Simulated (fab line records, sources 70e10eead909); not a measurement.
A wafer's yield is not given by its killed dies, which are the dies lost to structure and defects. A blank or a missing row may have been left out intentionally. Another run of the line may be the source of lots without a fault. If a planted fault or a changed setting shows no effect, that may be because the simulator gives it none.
A lot that was struck, set against a sound lot / flow nandHarc / 13 steps out of a route of 1159
Sound: the wafers L248.1, L248.3, L248.6. Wafers L260.1, L260.3, L260.4 were the ones struck. Last of all comes the cause.
At each step with rows: each side's tool, then ch and its chambers, then its first start. Under that, the readings that differ: sound wafers / struck wafers / difference of the means / sigmas: that difference in standard deviations of wafers without a fault.
alike: same words and numbers on both sides, and readings whose means sit less than 2 such deviations apart. not compared: any withheld reading, any reading some wafer has no value for, any bound like >300 that may hide the same value, and any number with overlapping values for which the record gives no deviation.
Wherever a step has rows on one side only, a row that says differs or no value, or a row with sigmas, the two part there. Non-overlapping numbers with no deviation appear without sigmas and do not part them. A reading that every wafer of one side lacks parts them only if that side has two wafers or more.

NHARC_A_BLC_CVD_24: deposits W, target thk 150 nm, time 434 s.
  sound on cvdW-01 ch 0; struck on cvdW-01 ch 0,1
  alike: heaterPowerW, mfcArSccm, mfcH2Sccm, throttleValvePct
NHARC_A_BLC_CMP_25: polishes, t overpolish 30 s, target thk 150 nm.
  sound on cmp-03 ch 0,1,2, day 19 03:16; struck on cmp-03 ch 1,2,3, day 22 05:33
  alike: motorCurrentA, overpolishRunS, retainingRingPressureFrac, timeToEndpointS
following that, these wafers have no rows for 1 step: NHARC_A_BLC_SRD_27.
NHARC_A_BLC_INSPECT_28:
  sound: defectInspect-02 at day 19 03:39; struck: defectInspect-01 at day 22 05:58
reading=rawDefectCount; sound=235 328 280; struck=655 509 710; difference=+344; sigmas=+3
then, 7 steps without rows for these wafers: NHARC_A_M0_DEP_00 (deposits SiOC, target thk 150 nm); NHARC_A_M0_DEHYDRATE_01 (time 120 s); NHARC_A_M0_HMDS_02 (time 30 s); NHARC_A_M0_COAT_33 (time 65 s); NHARC_A_M0_COAT_03 (resist thk 90 nm); NHARC_A_M0_SOFTBAKE_04 (time 55 s); NHARC_A_M0_EBR_05.
NHARC_A_M0_EXPOSE_06: exposes mask A M0, target cd 80 nm.
  struck on arfiScanner-03, day 22 06:43; sound on arfiScanner-01 ch 0, day 19 04:28
  no value came back on the struck wafers for exposureDoseMJCm2, focusOffsetNm (nm); on the sound wafers exposureDoseMJCm2 reads 83.21 83.12 83.25
  alike: mask
then, 1 step without rows for these wafers: NHARC_A_M0_PEB_07 (peb time 65 s).

WHERE THEY PART
First at NHARC_A_BLC_INSPECT_28; last, within this record, at NHARC_A_M0_EXPOSE_06.

WHY: the cause the simulator had injected
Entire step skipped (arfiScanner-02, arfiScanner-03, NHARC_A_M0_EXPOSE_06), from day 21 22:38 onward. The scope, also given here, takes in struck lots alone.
